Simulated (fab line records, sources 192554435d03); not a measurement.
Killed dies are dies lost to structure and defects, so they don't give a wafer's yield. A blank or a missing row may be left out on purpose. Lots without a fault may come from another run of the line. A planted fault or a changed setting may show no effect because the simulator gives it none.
fab line records | flow n5_finfet
record lots=7 wafers=39
route steps=1938 shown FIN_SAQP@125 MOL_CONTACT_COAG@613
start_h: hours from the record's first day to the start of the lot's first wafer shown | wait_h: hours since the lot's step before | " the same as in the row above | L1.1+2: a row that stands for several wafers | - no value, or no start given | * or withheld: withheld | < > ~ a bound
route shown NAME@n: a module of which the file shows steps, and the number in the route of the first | usual: mean/standard deviation of fault-free wafers | same: alike in all rows | chamber/n: place in a boat | sites: the reading at each site | _std_site: their standard deviation | _edge_site: outer sites' mean less inner sites' | radius_mm: how far each site lies from the wafer's centre | mask NAME#n: copy n | behind: the tool/chamber that last shaped the wafer | hold: why the lot was held/for how many hours/how that ended | device: the transistor (n, p or np) that didn't switch | end of line: the same wafers' tests at the end of the route | a step without rows: its recipe alone | killed: dies lost to structure and defects at the first sort, not the wafer's yield | map: a wafer's dies, x killed, . not, _ none there
set.NAME: the setting as run; set.NAME@STEP: as run at that earlier step | model.NAME: the simulator's own value behind a step, which no gauge read
lots whose settings were changed on purpose; a table a step, a row a wafer
## steps
# step N5_FIN_SAQP_SPACER1_ALD_24
# recipe material=SiO2 target_thk_a=203 temp_c=300 ald_precursor_family=BDEAS ald_co_reactant=O2-plasma pulse_time_s=1 purge_time_s=2 co_reactant_purge_time_s=2 ald_cycles=218 pressure_torr=2
# columns lot.wafer tool chamber start_h wait_h set.ald_cycles model.SiO2_of_FIN_SAQP_SPACER1_ALD_24.thk_nm
L074.1+2+3+5+6 ald_sin-01 2,3,0,3,2 24.58 0.3 218 20.2
L074.4 " 1 " " 218 20.4
L077.1+4+6 ald_sin-03 1,3,0 40.97 0.3 218 20.4
L077.2+3+5 " 2,0,1 " " 187 17.4
L084.1+2+4+5+6 ald_sin-01 1,3,0,0,3 83.47 0.3 218 20.4
L084.3 " 2 " " 218 20.2
L088.2+5 ald_sin-03 1 107.47 0.3 218 20.2
L088.3 " 3 " " 218 20.4
L092.1 ald_sin-01 0 131.12 0.3 218 20.4
L092.2+3+4 " 3,2,1 " " 246 23
L092.5+6 " 3,2 " " 218 20.2
L096.1+2 ald_sin-01 1,3 155.25 0.3 218 20.4
L096.3+6 " 0,3 " " 255 24
L096.4 " 2 " " 218 20.2
L096.5 " 0 " " 255 23.8
L097.1 ald_sin-01 3 161.86 0.9 218 20.6
L097.2+3+4+5+6 " 2,0,1,0,1 " " 218 20.4
# step N5_FIN_SAQP_SPACER1_ETCHBACK_25
# recipe chemistry=CHF3/O2 mode=anisotropic_etchback target=SiO2 target_depth_a=244 time_s=12.2 pressure_mtorr=30 source_w=650 bias_w=170 Ar_flow_sccm=200 CHF3_flow_sccm=50 O2_flow_sccm=5 ion_energy_ev=200
# step N5_FIN_SAQP_MANDREL1_REMOVE_56
# recipe chemistry=HBr/Cl2/O2 bt_time_s=10 target=a-Si stop_on=SiNx endpoint=OES-SiCl over_etch_frac=1 icp_w=600 bias_w=22 HBr_flow_sccm=150 Cl2_flow_sccm=80 O2_flow_sccm=5 pressure_mtorr=10
# columns lot.wafer tool chamber start_h wait_h set.ald_cycles@FIN_SAQP_SPACER1_ALD_24 model.FIN_SAQP.cd_nm
L074.1+4+6 rie_si-02 0,3,0 25.39 0.1 218 20.2
L074.2+3+5 " 1,3,1 " " 218 20.4
L077.1+4+6 rie_si-02 1,2,1 41.83 0.1 218 20.4
L077.2 " 3 " " 187 17.2
L077.3+5 " 0,2 " " 187 17.4
L084.1+2+4+5+6 rie_si-02 1,0,2,2,1 84.28 0.1 218 20.4
L084.3 " 3 " " 218 20.2
L088.2 rie_si-05 2 108.28 0.1 218 20
L088.3 " 0 " " 218 20.4
L088.5 " 3 " " 218 20.2
L092.1+6 rie_si-04 1,2 131.94 0.1 218 20.4
L092.2+3+4 " 3,2,1 " " 246 23
L092.5 " 3 " " 218 20.2
L096.1+4 rie_si-05 3,2 156.06 0.1 218 20.4
L096.2 " 0 " " 218 20.2
L096.3 " 1 " " 255 24
L096.5 " 2 " " 255 23.8
L096.6 " 1 " " 255 24.2
L097.1+5 rie_si-02 0 162.67 0.1 218 20.6
L097.2+3+4+6 " 2,3,1,1 " " 218 20.4
# step N5_FIN_SAQP_CD_MEAS_27
# recipe target_cd_nm=20 landing_energy_ev=1000 detector=se_inlens polarity=line
# usual cd_nm=20.31/0.24
# columns lot.wafer tool chamber start_h wait_h set.ald_cycles@FIN_SAQP_SPACER1_ALD_24 cd_nm
L074.1 cd_sem-01 0 25.50 0.1 218 20.09
L074.2 " 0 " " 218 20.47
L074.3 " 0 " " 218 20.09
L074.4 " 0 " " 218 20.25
L074.5 " 0 " " 218 20.30
L074.6 " 0 " " 218 20.22
L077.1 cd_sem-01 0 41.94 0.1 218 20.38
L077.2 " 0 " " 187 16.94
L077.3 " 0 " " 187 17.08
L077.4 " 0 " " 218 20.57
L077.5 " 0 " " 187 17.09
L077.6 " 0 " " 218 20.48
L084.1 cd_sem-02 0 84.39 0.1 218 20.51
L084.2 " 0 " " 218 20.12
L084.3 " 0 " " 218 20.33
L084.4 " 0 " " 218 20.39
L084.5 " 0 " " 218 20.40
L084.6 " 0 " " 218 20.68
L088.2 cd_sem-03 0 108.39 0.1 218 20.22
L088.3 " 0 " " 218 20.21
L088.5 " 0 " " 218 20.43
L092.1 cd_sem-02 0 132.05 0.1 218 20.13
L092.2 " 0 " " 246 22.87
L092.3 " 0 " " 246 23.24
L092.4 " 0 " " 246 22.83
L092.5 " 0 " " 218 20.25
L092.6 " 0 " " 218 20.69
L096.1 cd_sem-01 0 156.17 0.1 218 20.25
L096.2 " 0 " " 218 20.36
L096.3 " 0 " " 255 23.78
L096.4 " 0 " " 218 20.29
L096.5 " 0 " " 255 23.65
L096.6 " 0 " " 255 23.77
L097.1 cd_sem-02 0 162.78 0.1 218 20.74
L097.2 " 0 " " 218 20.43
L097.3 " 0 " " 218 20.38
L097.4 " 0 " " 218 20.48
L097.5 " 0 " " 218 20.67
L097.6 " 0 " " 218 20.41
# step N5_MOL_CONTACT_COAG_ETCHBACK_136
# recipe chemistry=CHF3 target=SiO2 target_depth_a=250 time_s=16.7 ion_energy_ev=200 pressure_mtorr=30 source_w=610 bias_w=170 Ar_flow_sccm=200 CHF3_flow_sccm=50
# columns lot.wafer tool chamber start_h wait_h set.target_depth_a
L074.1+2+6 rie_diel-01 1,3,1 106.20 0.0 236.6
L074.3+4+5 " 0,2,2 " " 250
L077.1+2+4 rie_diel-03 0,2,3 122.77 0.0 250
L077.3+5+6 " 3,0,2 " " 231.6
L084.1+2+6 rie_diel-03 3,0,3 165.30 0.0 250
L084.3+4+5 " 1,2,2 " " 275.8
L088.2+3+5 rie_diel-03 1,2,2 186.10 0.0 250
L092.1+4+5 rie_diel-01 2,3,3 207.04 0.0 274.7
L092.2+3+6 " 0,1,0 " " 250
L096.1+2+5 rie_diel-04 1,2,1 233.80 0.0 250
L096.3+4+6 " 0,0,2 " " 239.4
L097.1+3+5 rie_diel-04 0,2,1 240.82 0.0 275.6
L097.2+4+6 " 1,2,0 " " 250
# step N5_MOL_CONTACT_COAG_STRIP_120
# recipe chemistry=CHF3 resist=SiARC rf_frequency_hz=6e+07
# step N5_MOL_CONTACT_COAG_VIA_ETCH_117
# recipe chemistry=C4F6/O2 target_depth_a=400 overetch_a=80 mask_material=SOC target=SiO2 bias_w=455 pressure_mtorr=10 time_s=26 source_w=325 Ar_flow_sccm=300 C4F6_flow_sccm=10 O2_flow_sccm=10 ion_energy_ev=575.3 ends=end_point
# columns lot.wafer tool chamber start_h wait_h set.target_depth_a@MOL_CONTACT_COAG_ETCHBACK_136 model.MOL_CONTACT_COAG.feature_depth_nm model.etch.depth_nm
L074.1 rie_diel-01 1 106.23 0.0 236.6 41 41.06
L074.2 " 3 " " 236.6 41.4 41.49
L074.3 " 0 " " 250 39.4 39.49
L074.4 " 2 " " 250 39.8 39.8
L074.5 " 2 " " 250 40 39.93
L074.6 " 1 " " 236.6 41 41.05
L077.1 rie_diel-03 0 122.80 0.0 250 40.2 40.15
L077.2 " 2 " " 250 39.4 39.4
L077.3 " 3 " " 231.6 42.4 42.35
L077.4 " 3 " " 250 40.6 40.57
L077.5 " 0 " " 231.6 42.2 42.21
L077.6 " 2 " " 231.6 41.2 41.22
L084.1 rie_diel-03 3 165.34 0.0 250 40.4 40.31
L084.2 " 0 " " 250 40.4 40.49
L084.3 " 1 " " 275.8 36.8 36.85
L084.4 " 2 " " 275.8 37.2 37.12
L084.5 " 2 " " 275.8 37.2 37.27
L084.6 " 3 " " 250 40.2 40.26
L088.2 rie_diel-03 1 186.13 0.0 250 39.8 39.71
L088.3 " 2 " " 250 39.8 39.75
L088.5 " 2 " " 250 39.8 39.82
L092.1 rie_diel-01 2 207.07 0.0 274.7 37.8 37.81
L092.2 " 0 " " 250 39.4 39.43
L092.3 " 1 " " 250 39.4 39.36
L092.4 " 3 " " 274.7 37.8 37.83
L092.5 " 3 " " 274.7 37.8 37.73
L092.6 " 0 " " 250 39.4 39.42
L096.1+5 rie_diel-04 1 233.83 0.0 250 40 39.99
L096.2 " 2 " " 250 39.6 39.69
L096.3 " 0 " " 239.4 41 40.96
L096.4 " 0 " " 239.4 41 41
L096.6 " 2 " " 239.4 40.8 40.79
L097.1 rie_diel-04 0 240.85 0.0 275.6 37.6 37.66
L097.2 " 1 " " 250 39.8 39.84
L097.3 " 2 " " 275.6 37.2 37.19
L097.4 " 2 " " 250 39.6 39.63
L097.5 " 1 " " 275.6 37.4 37.36
L097.6 " 0 " " 250 39.8 39.79
## key
split step=N5_FIN_SAQP_SPACER1_ALD_24 setting=ald_cycles stated=218 by=wafer
response step=N5_FIN_SAQP_SPACER1_ALD_24 reading=model.SiO2_of_FIN_SAQP_SPACER1_ALD_24.thk_nm change=+0.212 per=1% r=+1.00
response step=N5_FIN_SAQP_MANDREL1_REMOVE_56 reading=model.FIN_SAQP.cd_nm change=+0.214 per=1% r=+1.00
response step=N5_FIN_SAQP_CD_MEAS_27 reading=cd_nm change=+0.215 per=1% r=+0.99
split step=N5_MOL_CONTACT_COAG_ETCHBACK_136 setting=target_depth_a stated=250 by=wafer
response step=N5_MOL_CONTACT_COAG_VIA_ETCH_117 reading=model.MOL_CONTACT_COAG.feature_depth_nm change=-0.242 per=1% r=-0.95
response step=N5_MOL_CONTACT_COAG_VIA_ETCH_117 reading=model.etch.depth_nm change=-0.244 per=1% r=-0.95
